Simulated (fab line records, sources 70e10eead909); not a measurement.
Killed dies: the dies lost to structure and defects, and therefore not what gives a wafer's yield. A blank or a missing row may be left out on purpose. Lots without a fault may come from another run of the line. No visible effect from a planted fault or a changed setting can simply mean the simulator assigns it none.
A single fault, viewed from 2 desks || flow nand_harc || each desk has only its own numbers; what lay behind them comes last

## AT THE TOOL OWNER'S DESK: rie_metal-03
The tool's own readings at NHARC_A_WL_FILL_ETCHBACK_04 (etches the open film in NF3, target depth 60 nm, time 120 s): means of the sampled wafers that have a number, for each lot that ran on this tool. Any lot whose mean is over 4 standard deviations away from the usual mean is out of limits and marked OUT; that distance is given in the brackets.
Columns: A = drypump_motor_current_A at NHARC_A_WL_FILL_ETCHBACK_04, usual 5.7 A; B = oes_product_au at NHARC_A_WL_FILL_ETCHBACK_04, usual 0.998 a.u.
{"lot": "L502", "first seen here": "day 20 12:39", "A": 6.0, "B": 0.997}
{"lot": "L508", "first seen here": "day 23 08:10", "A": 6.0, "B": 0.994}
{"lot": "L512", "first seen here": "day 24 08:26", "A": 5.5, "B": 0.994}
{"lot": "L511", "first seen here": "day 24 20:20", "A": 6.4, "B": 1.000}
{"lot": "L514", "first seen here": "day 25 10:20", "A": 6.0, "B": "1.080 (+13) OUT"}
{"lot": "L515", "first seen here": "day 26 03:32", "A": 6.0, "B": "1.078 (+12) OUT"}
{"lot": "L516", "first seen here": "day 26 17:44", "A": 5.5, "B": "1.081 (+13) OUT"}
{"lot": "L523", "first seen here": "day 29 09:35", "A": 5.5, "B": 0.996}
This desk's verdict: out of limits on L514, L515, L516, starting with L514 at day 25 10:20 (oes_product_au at NHARC_A_WL_FILL_ETCHBACK_04). Within limits: L502, L508, L512, L511, L523.

## FROM THE METROLOGY DESK
What the gauges read for every lot (on any tool): the sampled wafers with a number, averaged. Any lot whose mean is over 4 standard deviations away from the usual mean is out of limits and marked OUT; that distance is given in the brackets.
Columns: A = cd_nm at NHARC_A_SLIT_CD_MEAS_21, usual 289.7 nm
{"lot": "L502", "first seen here": "day 20 04:47", "A": 289.9}
{"lot": "L505", "first seen here": "day 21 10:53", "A": 290.1}
{"lot": "L506", "first seen here": "day 21 22:30", "A": 290.5}
{"lot": "L508", "first seen here": "day 23 00:14", "A": 290.0}
{"lot": "L512", "first seen here": "day 24 00:29", "A": 289.8}
{"lot": "L511", "first seen here": "day 24 12:20", "A": 289.3}
{"lot": "L514", "first seen here": "day 25 01:25", "A": 289.9}
{"lot": "L515", "first seen here": "day 25 19:17", "A": 289.7}
{"lot": "L516", "first seen here": "day 26 07:32", "A": 289.1}
{"lot": "L523", "first seen here": "day 29 01:35", "A": 290.0}
{"lot": "L522", "first seen here": "day 29 04:15", "A": 290.2}
{"lot": "L525", "first seen here": "day 29 20:05", "A": 290.1}
{"lot": "L524", "first seen here": "day 29 23:54", "A": 288.7}
Finding of this desk: none of the 13 lots has anything out of limits.

## PUT TOGETHER
On L514, L515, L516, at day 25 10:20, an alarm was possible from the tool owner's desk.
The metrology desk saw nothing out of limits.
The metrology desk holds a record of L514, L515, L516, inside its limits.
The lots listed all ran NHARC_A_WL_FILL_ETCHBACK_04 on rie_metal-03.

## WHAT THE SIMULATOR HAD PUT IN
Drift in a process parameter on rie_metal-03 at NHARC_A_WL_FILL_ETCHBACK_04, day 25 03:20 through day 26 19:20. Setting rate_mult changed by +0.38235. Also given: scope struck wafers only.
Struck lots among those shown: L514, L515, L516.
How many hours passed from the start of the fault until each desk's first out-of-limits reading: the tool owner's desk, 7.
